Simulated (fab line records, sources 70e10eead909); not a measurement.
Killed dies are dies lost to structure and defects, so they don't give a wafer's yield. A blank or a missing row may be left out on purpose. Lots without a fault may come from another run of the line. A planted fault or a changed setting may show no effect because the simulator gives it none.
Which tool did it? | flow nand_harc | 24 lots, 72 wafers sampled, at 6 steps of a route of 1302

WHAT THE GAUGES READ, wafer by wafer
The record holds no reading of a measuring or inspecting step that can be judged against a usual standard deviation.

WHICH TOOL RAN EACH LOT (tool, then ch and the chambers of the sampled wafers, then the start)
lot  | NHARC_A_STAIRCASE_STRIP_254          | NHARC_A_STAIRCASE_HM_DEP_459  | NHARC_A_STAIRCASE_DEP_280       | NHARC_A_STAIRCASE_ETCH_294                    | NHARC_A_STAIRCASE_HM_OPEN_463                 | NHARC_A_STAIRCASE_CMP_450
L074 | plasma_asher-02 ch 0,1, day 16 01:42 | acl_dep-01 ch 0, day 16 09:30 | pecvd-01 ch 0,1,2, day 16 11:22 | rie_diel-11 ch 0,1, day 18 18:56 or earlier   | rie_diel-05 ch 1,2,3, day 18 18:56 or earlier | cmp-04 ch 0,2,3, day 18 18:56
L075 | plasma_asher-01 ch 0,1, day 16 11:19 | acl_dep-02 ch 0, day 16 18:04 | pecvd-02 ch 0,1, day 16 19:57   | rie_diel-05 ch 2,3, day 18 18:47 or earlier   | rie_diel-11 ch 1,2,3, day 18 18:47 or earlier | cmp-01 ch 0,1,3, day 18 18:47
L076 | plasma_asher-01 ch 0,1, day 16 21:10 | acl_dep-02 ch 0, day 17 04:52 | pecvd-03 ch 0,1,2, day 17 06:26 | rie_diel-04 ch 1,2,3, day 19 10:39 or earlier | rie_diel-05 ch 1,2,3, day 19 10:39 or earlier | cmp-04 ch 0,1,3, day 19 10:39
L078 | plasma_asher-01 ch 0, day 17 13:53   | acl_dep-01 ch 0, day 18 01:52 | pecvd-03 ch 0,1, day 18 03:46   | rie_diel-04 ch 1,2, day 20 17:58 or earlier   | rie_diel-11 ch 0,2, day 20 17:58 or earlier   | cmp-03 ch 0,3, day 20 17:58
L077 | plasma_asher-02 ch 0,1, day 17 17:05 | acl_dep-03 ch 0, day 18 02:20 | pecvd-03 ch 0,1, day 18 03:58   | rie_diel-04 ch 0,1,2, day 20 17:57 or earlier | rie_diel-05 ch 0,3, day 20 17:57 or earlier   | cmp-01 ch 1,2,3, day 20 17:57
L079 | plasma_asher-02 ch 0,1, day 18 12:12 | acl_dep-02 ch 0, day 18 20:18 | pecvd-02 ch 0,1,2, day 18 21:35 | rie_diel-04 ch 2,3, day 21 03:12 or earlier   | rie_diel-04 ch 1,2, day 21 03:12 or earlier   | cmp-03 ch 0,1, day 21 03:12
L081 | plasma_asher-01 ch 0,1, day 19 04:07 | acl_dep-02 ch 0, day 19 16:49 | pecvd-03 ch 0,1,2, day 19 18:41 | rie_diel-05 ch 1,2,3, day 22 01:49 or earlier | rie_diel-11 ch 0,1,3, day 22 01:49 or earlier | cmp-01 ch 0,2,3, day 22 01:49
L080 | plasma_asher-01 ch 0,1, day 19 05:37 | acl_dep-01 ch 0, day 19 21:55 | pecvd-02 ch 0,1,2, day 19 22:56 | rie_diel-11 ch 1,2,3, day 22 10:25 or earlier | rie_diel-05 ch 0,3, day 22 10:25 or earlier   | cmp-03 ch 2,3, day 22 10:25
L082 | plasma_asher-01 ch 0,1, day 19 11:07 | acl_dep-02 ch 0, day 19 23:34 | pecvd-03 ch 0,2, day 20 00:52   | rie_diel-11 ch 0,1,2, day 22 10:37 or earlier | rie_diel-05 ch 0,1, day 22 10:37 or earlier   | cmp-03 ch 1,2, day 22 10:37
L083 | plasma_asher-01 ch 0, day 19 21:32   | acl_dep-02 ch 0, day 20 08:49 | pecvd-01 ch 0,1, day 20 10:44   | rie_diel-05 ch 2,3, day 22 20:07 or earlier   | rie_diel-05 ch 1,3, day 22 20:07 or earlier   | cmp-04 ch 1,2, day 22 20:07
L084 | plasma_asher-01 ch 0,1, day 20 06:11 | acl_dep-02 ch 0, day 20 19:32 | pecvd-01 ch 0,1,2, day 20 21:06 | rie_diel-04 ch 1,2,3, day 23 07:50 or earlier | rie_diel-05 ch 0,1,2, day 23 07:50 or earlier | cmp-03 ch 2,3, day 23 07:50
L085 | plasma_asher-02 ch 0,1, day 20 18:07 | acl_dep-02 ch 0, day 21 06:01 | pecvd-03 ch 0,1, day 21 07:35   | rie_diel-04 ch 1,2,3, day 23 22:14 or earlier | rie_diel-04 ch 0,1,2, day 23 22:14 or earlier | cmp-03 ch 0,1,3, day 23 22:14
L086 | plasma_asher-01 ch 0,1, day 20 21:23 | acl_dep-02 ch 0, day 21 13:02 | pecvd-02 ch 1,2, day 21 14:55   | rie_diel-05 ch 1,2,3, day 23 19:32 or earlier | rie_diel-05 ch 0,1,3, day 23 19:32 or earlier | cmp-03 ch 1,2,3, day 23 19:32
L087 | plasma_asher-01 ch 0, day 20 21:37   | acl_dep-01 ch 0, day 21 14:03 | pecvd-02 ch 0,1,2, day 21 15:37 | rie_diel-04 ch 0,1,3, day 23 18:20 or earlier | rie_diel-05 ch 0,2, day 23 18:20 or earlier   | cmp-03 ch 0,1,3, day 23 18:20
L088 | plasma_asher-02 ch 0,1, day 22 22:14 | acl_dep-01 ch 0, day 23 08:10 | pecvd-03 ch 0,2, day 23 09:45   | rie_diel-11 ch 2,3, day 25 15:59 or earlier   | rie_diel-05 ch 0,1,3, day 25 15:59 or earlier | cmp-01 ch 0,1, day 25 15:59
L089 | plasma_asher-02 ch 0,1, day 22 23:58 | acl_dep-02 ch 0, day 23 15:34 | pecvd-02 ch 1,2, day 23 16:50   | rie_diel-04 ch 1,2,3, day 25 15:41 or earlier | rie_diel-04 ch 0,2,3, day 25 15:41 or earlier | cmp-01 ch 0,1,3, day 25 15:41
L091 | plasma_asher-01 ch 0,1, day 23 07:08 | acl_dep-01 ch 0, day 23 16:41 | pecvd-02 ch 0,1,2, day 23 18:32 | rie_diel-05 ch 1,2,3, day 25 18:44 or earlier | rie_diel-04 ch 0,2,3, day 25 18:44 or earlier | cmp-01 ch 0,1,2, day 25 18:44
L090 | plasma_asher-02 ch 0,1, day 23 08:14 | acl_dep-03 ch 0, day 23 18:31 | pecvd-02 ch 0,1,2, day 23 20:23 | rie_diel-04 ch 1,3, day 25 19:01 or earlier   | rie_diel-11 ch 1,3, day 25 19:01 or earlier   | cmp-04 ch 0,2, day 25 19:01
L094 | plasma_asher-02 ch 0,1, day 24 03:48 | acl_dep-01 ch 0, day 24 17:38 | pecvd-02 ch 0,1,2, day 24 19:31 | rie_diel-11 ch 0,1,2, day 27 00:03 or earlier | rie_diel-05 ch 2,3, day 27 00:03 or earlier   | cmp-04 ch 0,1,3, day 27 00:03
L092 | plasma_asher-02 ch 0,1, day 24 04:52 | acl_dep-03 ch 0, day 24 17:51 | pecvd-02 ch 0,1,2, day 24 19:42 | rie_diel-04 ch 0,1,3, day 27 00:10 or earlier | rie_diel-04 ch 0,2,3, day 27 00:10 or earlier | cmp-03 ch 0,1,3, day 27 00:10
L093 | plasma_asher-02 ch 0,1, day 24 08:31 | acl_dep-01 ch 0, day 25 02:48 | pecvd-01 ch 1,2, day 25 04:10   | rie_diel-04 ch 0,2,3, day 27 19:04 or earlier | rie_diel-04 ch 1,2, day 27 19:04 or earlier   | cmp-04 ch 1,2, day 27 19:04
L096 | plasma_asher-02 ch 0,1, day 24 22:58 | acl_dep-03 ch 0, day 25 10:34 | pecvd-03 ch 1,2, day 25 12:28   | rie_diel-04 ch 0,1, day 28 07:24 or earlier   | rie_diel-11 ch 0,3, day 28 07:24 or earlier   | cmp-01 ch 0,2,3, day 28 07:24
L095 | plasma_asher-02 ch 0,1, day 25 01:02 | acl_dep-01 ch 0, day 25 11:01 | pecvd-02 ch 0,1, day 25 12:38   | rie_diel-05 ch 1,2,3, day 28 06:36 or earlier | rie_diel-11 ch 0,1,3, day 28 06:36 or earlier | cmp-04 ch 0,1,2, day 28 06:36
L097 | plasma_asher-01 ch 1, day 25 16:59   | acl_dep-03 ch 0, day 26 00:45 | pecvd-02 ch 0,1,2, day 26 03:04 | rie_diel-04 ch 0,1,3, day 28 13:57 or earlier | rie_diel-04 ch 1,3, day 28 13:57 or earlier   | cmp-04 ch 0,1,3, day 28 13:57
- NHARC_A_STAIRCASE_STRIP_254: strips in O2.
- NHARC_A_STAIRCASE_HM_DEP_459: deposits aC, target thk 1500 nm.
- NHARC_A_STAIRCASE_DEP_280: deposits SiON, target thk 30 nm.
- NHARC_A_STAIRCASE_ETCH_294: etches the open film in C4F8/O2/Ar, target depth 4989 nm, time 1211.6 s.
- NHARC_A_STAIRCASE_HM_OPEN_463: chemistry O2/COS.
- NHARC_A_STAIRCASE_CMP_450: polishes SiO2, target thk 200 nm.

WHAT THE TOOLS THEMSELVES READ (means of the sampled wafers that have a number; where no wafer has one, the mark that the record gives instead)
NHARC_A_STAIRCASE_STRIP_254. Usual: drypump_motor_current_A 6.20 A, standard deviation 0.21; heater_power_w 336 W, standard deviation 28.
lot  | tool            | drypump_motor_current_A (A) | heater_power_w (W) | flag
L074 | plasma_asher-02 | 6.34                        | 368                |
L075 | plasma_asher-01 | 6.09                        | 309                |
L076 | plasma_asher-01 | 6.09                        | 309                |
L078 | plasma_asher-01 | 5.85                        | 302                |
L077 | plasma_asher-02 | 6.38                        | 363                |
L079 | plasma_asher-02 | 6.36                        | 366                |
L081 | plasma_asher-01 | 5.96                        | 302                |
L080 | plasma_asher-01 | 5.97                        | 312                |
L082 | plasma_asher-01 | 6.07                        | 308                |
L083 | plasma_asher-01 | 5.86                        | 301                |
L084 | plasma_asher-01 | 6.07                        | 308                |
L085 | plasma_asher-02 | 6.34                        | 363                |
L086 | plasma_asher-01 | 6.06                        | 310                |
L087 | plasma_asher-01 | 5.88                        | 304                |
L088 | plasma_asher-02 | 6.36                        | 362                |
L089 | plasma_asher-02 | 6.36                        | 365                |
L091 | plasma_asher-01 | 6.07                        | 316                |
L090 | plasma_asher-02 | 6.35                        | 365                |
L094 | plasma_asher-02 | 6.35                        | 366                |
L092 | plasma_asher-02 | 6.33                        | 362                |
L093 | plasma_asher-02 | 6.36                        | 363                |
L096 | plasma_asher-02 | 6.34                        | 366                |
L095 | plasma_asher-02 | 6.36                        | 365                |
L097 | plasma_asher-01 | 6.16                        | 312                |

NHARC_A_STAIRCASE_HM_DEP_459. Usual: throttle_valve_pct 35.000 %, standard deviation 0.0094.
lot  | tool       | throttle_valve_pct (%) | flag
L074 | acl_dep-01 | 34.999                 |
L075 | acl_dep-02 | 35.007                 |
L076 | acl_dep-02 | 34.999                 |
L078 | acl_dep-01 | 35.003                 |
L077 | acl_dep-03 | 34.999                 |
L079 | acl_dep-02 | 34.997                 |
L081 | acl_dep-02 | 35.004                 |
L080 | acl_dep-01 | 35.009                 |
L082 | acl_dep-02 | 35.006                 |
L083 | acl_dep-02 | 35.004                 |
L084 | acl_dep-02 | 35.006                 |
L085 | acl_dep-02 | 35.001                 |
L086 | acl_dep-02 | 34.996                 |
L087 | acl_dep-01 | 34.989                 |
L088 | acl_dep-01 | 34.992                 |
L089 | acl_dep-02 | 34.993                 |
L091 | acl_dep-01 | 34.994                 |
L090 | acl_dep-03 | 34.986                 |
L094 | acl_dep-01 | 34.995                 |
L092 | acl_dep-03 | 35.009                 |
L093 | acl_dep-01 | 34.997                 |
L096 | acl_dep-03 | 35.008                 |
L095 | acl_dep-01 | 35.003                 |
L097 | acl_dep-03 | 34.998                 |

NHARC_A_STAIRCASE_DEP_280. Usual: heater_power_outer_w 425 W, standard deviation 71; heater_power_w 707 W, standard deviation 110.
lot  | tool     | heater_power_outer_w (W) | heater_power_w (W) | flag
L074 | pecvd-01 | 459                      | 788                |
L075 | pecvd-02 | 463                      | 729                |
L076 | pecvd-03 | 409                      | 713                |
L078 | pecvd-03 | 353                      | 608                |
L077 | pecvd-03 | 358                      | 622                |
L079 | pecvd-02 | 456                      | 724                |
L081 | pecvd-03 | 377                      | 658                |
L080 | pecvd-02 | 463                      | 712                |
L082 | pecvd-03 | 417                      | 750                |
L083 | pecvd-01 | 446                      | 780                |
L084 | pecvd-01 | 390                      | 681                |
L085 | pecvd-03 | 374                      | 642                |
L086 | pecvd-02 | 498                      | 790                |
L087 | pecvd-02 | 450                      | 718                |
L088 | pecvd-03 | 403                      | 733                |
L089 | pecvd-02 | 457                      | 738                |
L091 | pecvd-02 | 447                      | 708                |
L090 | pecvd-02 | 466                      | 730                |
L094 | pecvd-02 | 463                      | 734                |
L092 | pecvd-02 | 456                      | 714                |
L093 | pecvd-01 | 383                      | 669                |
L096 | pecvd-03 | 472                      | 802                |
L095 | pecvd-02 | 450                      | 706                |
L097 | pecvd-02 | 457                      | 734                |

NHARC_A_STAIRCASE_ETCH_294. Usual: oes_product_au 0.929 a.u., standard deviation 0.01; rf_vpp_V 1823 V, standard deviation 11.
lot  | tool        | oes_product_au (a.u.) | rf_vpp_V (V) | flag
L074 | rie_diel-11 | 0.926                 | 1821         |
L075 | rie_diel-05 | 0.923                 | 1819         |
L076 | rie_diel-04 | 0.926                 | 1820         |
L078 | rie_diel-04 | 0.932                 | 1827         |
L077 | rie_diel-04 | 0.931                 | 1826         |
L079 | rie_diel-04 | 0.931                 | 1818         |
L081 | rie_diel-05 | 0.924                 | 1819         |
L080 | rie_diel-11 | 0.931                 | 1824         |
L082 | rie_diel-11 | 0.919                 | 1818         |
L083 | rie_diel-05 | 0.942                 | 1825         |
L084 | rie_diel-04 | 0.926                 | 1819         |
L085 | rie_diel-04 | 0.937                 | 1819         |
L086 | rie_diel-05 | 0.930                 | 1820         |
L087 | rie_diel-04 | 0.932                 | 1822         |
L088 | rie_diel-11 | 0.937                 | 1821         |
L089 | rie_diel-04 | 0.923                 | 1831         |
L091 | rie_diel-05 | 0.932                 | 1817         |
L090 | rie_diel-04 | 0.929                 | 1840         |
L094 | rie_diel-11 | 0.913                 | 1816         |
L092 | rie_diel-04 | 0.938                 | 1833         |
L093 | rie_diel-04 | 0.925                 | 1830         |
L096 | rie_diel-04 | 0.932                 | 1826         |
L095 | rie_diel-05 | 0.923                 | 1818         |
L097 | rie_diel-04 | 0.934                 | 1834         |

NHARC_A_STAIRCASE_HM_OPEN_463. Usual: drypump_motor_current_A 5.9 A, standard deviation 0.47; oes_product_au 0.999 a.u., standard deviation 0.011; rf_vpp_V 465.8 V, standard deviation 2.8; showerhead_plenum_p_Torr 3.06 Torr, standard deviation 0.13; throttle_valve_pct 28.330 %, standard deviation 0.0087.
lot  | tool        | drypump_motor_current_A (A) | oes_product_au (a.u.) | rf_vpp_V (V) | showerhead_plenum_p_Torr (Torr) | throttle_valve_pct (%) | flag
L074 | rie_diel-05 | 5.8                         | 0.999                 | 466.4        | 3.04                            | 28.326                 |
L075 | rie_diel-11 | 5.6                         | 0.995                 | 466.6        | 3.10                            | 28.324                 |
L076 | rie_diel-05 | 5.8                         | 0.997                 | 465.3        | 3.04                            | 28.333                 |
L078 | rie_diel-11 | 5.8                         | 1.003                 | 464.2        | 2.98                            | 28.342                 |
L077 | rie_diel-05 | 6.4                         | 1.000                 | 462.9        | 2.94                            | 28.338                 |
L079 | rie_diel-04 | 5.6                         | 0.994                 | 466.2        | 3.08                            | 28.332                 |
L081 | rie_diel-11 | 5.8                         | 0.990                 | 467.3        | 3.14                            | 28.329                 |
L080 | rie_diel-05 | 6.4                         | 1.010                 | 463.2        | 2.93                            | 28.332                 |
L082 | rie_diel-05 | 6.2                         | 1.007                 | 463.4        | 2.95                            | 28.327                 |
L083 | rie_diel-05 | 5.5                         | 0.992                 | 464.4        | 2.97                            | 28.336                 |
L084 | rie_diel-05 | 6.1                         | 1.009                 | 465.9        | 3.02                            | 28.325                 |
L085 | rie_diel-04 | 6.0                         | 0.997                 | 467.0        | 3.11                            | 28.324                 |
L086 | rie_diel-05 | 5.9                         | 0.994                 | 462.8        | 2.95                            | 28.334                 |
L087 | rie_diel-05 | 6.4                         | 1.007                 | 465.9        | 3.08                            | 28.335                 |
L088 | rie_diel-05 | 5.9                         | 0.998                 | 463.6        | 2.94                            | 28.329                 |
L089 | rie_diel-04 | 5.9                         | 0.994                 | 468.2        | 3.18                            | 28.327                 |
L091 | rie_diel-04 | 5.9                         | 1.004                 | 467.9        | 3.18                            | 28.331                 |
L090 | rie_diel-11 | 5.7                         | 0.992                 | 467.8        | 3.11                            | 28.329                 |
L094 | rie_diel-05 | 6.1                         | 1.006                 | 465.9        | 3.07                            | 28.335                 |
L092 | rie_diel-04 | 5.9                         | 0.997                 | 468.3        | 3.18                            | 28.327                 |
L093 | rie_diel-04 | 5.7                         | 0.989                 | 466.3        | 3.09                            | 28.331                 |
L096 | rie_diel-11 | 6.0                         | 0.993                 | 467.7        | 3.14                            | 28.335                 |
L095 | rie_diel-11 | 5.8                         | 0.993                 | 466.9        | 3.12                            | 28.332                 |
L097 | rie_diel-04 | 5.7                         | 1.001                 | 468.6        | 3.19                            | 28.328                 |

NHARC_A_STAIRCASE_CMP_450. Usual: motor_current_A 11.5 A, standard deviation 1.1; slurry_filter_dp_kPa 13.49 kPa, standard deviation 0.13.
lot  | tool   | motor_current_A (A) | slurry_filter_dp_kPa (kPa) | flag
L074 | cmp-04 | 11.1                | 13.46                      |
L075 | cmp-01 | 11.8                | 13.41                      |
L076 | cmp-04 | 10.9                | 13.55                      |
L078 | cmp-03 | 12.0                | 13.41                      |
L077 | cmp-01 | 10.9                | 13.38                      |
L079 | cmp-03 | 11.3                | 13.51                      |
L081 | cmp-01 | 11.1                | 13.50                      |
L080 | cmp-03 | 12.6                | 13.39                      |
L082 | cmp-03 | 11.1                | 13.46                      |
L083 | cmp-04 | 11.8                | 13.44                      |
L084 | cmp-03 | 12.8                | 13.66                      |
L085 | cmp-03 | 11.2                | 13.43                      |
L086 | cmp-03 | 11.8                | 13.46                      |
L087 | cmp-03 | 11.0                | 13.51                      |
L088 | cmp-01 | 11.5                | 13.49                      |
L089 | cmp-01 | 11.5                | 13.40                      |
L091 | cmp-01 | 11.9                | 13.52                      |
L090 | cmp-04 | 11.0                | 13.48                      |
L094 | cmp-04 | 10.6                | 13.60                      |
L092 | cmp-03 | 11.1                | 13.56                      |
L093 | cmp-04 | 11.9                | 13.53                      |
L096 | cmp-01 | 11.5                | 13.49                      |
L095 | cmp-04 | 11.7                | 13.56                      |
L097 | cmp-04 | 10.3                | 13.61                      |

THE ANSWER, worked out from the rows above alone
Rule: a lot is off if the mean of its wafers that have a number lies more than 3 standard deviations from the usual mean. A lot without any number at a reading at which 4 lots or more have one is off too. The other lots that the step has rows for count as sound. The gauges are gone through in route order, then the tools' own readings, and for those a lot's mean is taken as printed above. The first step at which some lot is off is used, and at that step the reading that is off furthest; a lot without a number counts as furthest.
No lot is off at any reading shown: from this, nothing can be told.

WHAT THE SIMULATOR HAD PUT IN
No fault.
